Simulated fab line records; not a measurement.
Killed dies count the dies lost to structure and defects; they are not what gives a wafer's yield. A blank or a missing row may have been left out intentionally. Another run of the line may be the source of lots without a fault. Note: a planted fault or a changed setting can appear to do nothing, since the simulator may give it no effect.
Chamber matching | flow n5Finfet | cvdCo-01 running N5_BEOL_M3_PRE_CLEAN_60: 3 sister chambers
The step time 15 s. 18 wafers are shown with their chamber, then 9 later ones without.

WAFERS PAIRED WITH THEIR CHAMBERS
wafer  | chamber | heaterPowerW (W)
L074.4 | 1       | 112
L074.5 | 0       | 82
L074.6 | 2       | 90
L081.2 | 1       | 112
L081.3 | 2       | 89
L081.5 | 2       | 88
L083.1 | 2       | 90
L083.2 | 0       | 80
L083.5 | 0       | 83
L084.1 | 2       | 91
L084.2 | 1       | 113
L084.4 | 0       | 86
L088.3 | 1       | 114
L088.5 | 1       | 113
L088.6 | 2       | 89
L092.1 | 2       | 90
L092.3 | 0       | 84
L092.6 | 1       | 111

SIGNATURES (averages over the wafers above)
reading      | chamber 0 | chamber 1 | chamber 2 | scatter within a chamber
heaterPowerW | 83.00     | 112.50    | 89.57     | 1.44
Rule: a wafer lies at a distance from a chamber equal to the root of the sum of squares, over the readings, of (its reading less the chamber's mean, divided by the reading's scatter). The wafer belongs to the nearest chamber; if the next one is less than 2 further off, it can't be placed. How the scatter is found: for the shown wafers, subtract from each reading the mean of its chamber, square and add these, divide the total by (wafers less chambers), then take the root.

WAFERS WHOSE CHAMBER IS MISSING
wafer  | heaterPowerW (W)
L094.1 | 116
L094.2 | 84
L094.6 | 92
L096.1 | 92
L096.2 | 110
L096.6 | 83
L097.1 | 93
L097.3 | 115
L097.5 | 84

CHAMBER TAKEN BY EACH
wafer  | from the rows above | in truth
L094.1 | 1                   | 1
L094.2 | 0                   | 0
L094.6 | 2                   | 2
L096.1 | 2                   | 2
L096.2 | 1                   | 1
L096.6 | 0                   | 0
L097.1 | 2                   | 2
L097.3 | 1                   | 1
L097.5 | 0                   | 0
9 of 9 placed correctly. Number that these rows cannot place: 0. 0 placed wrongly.
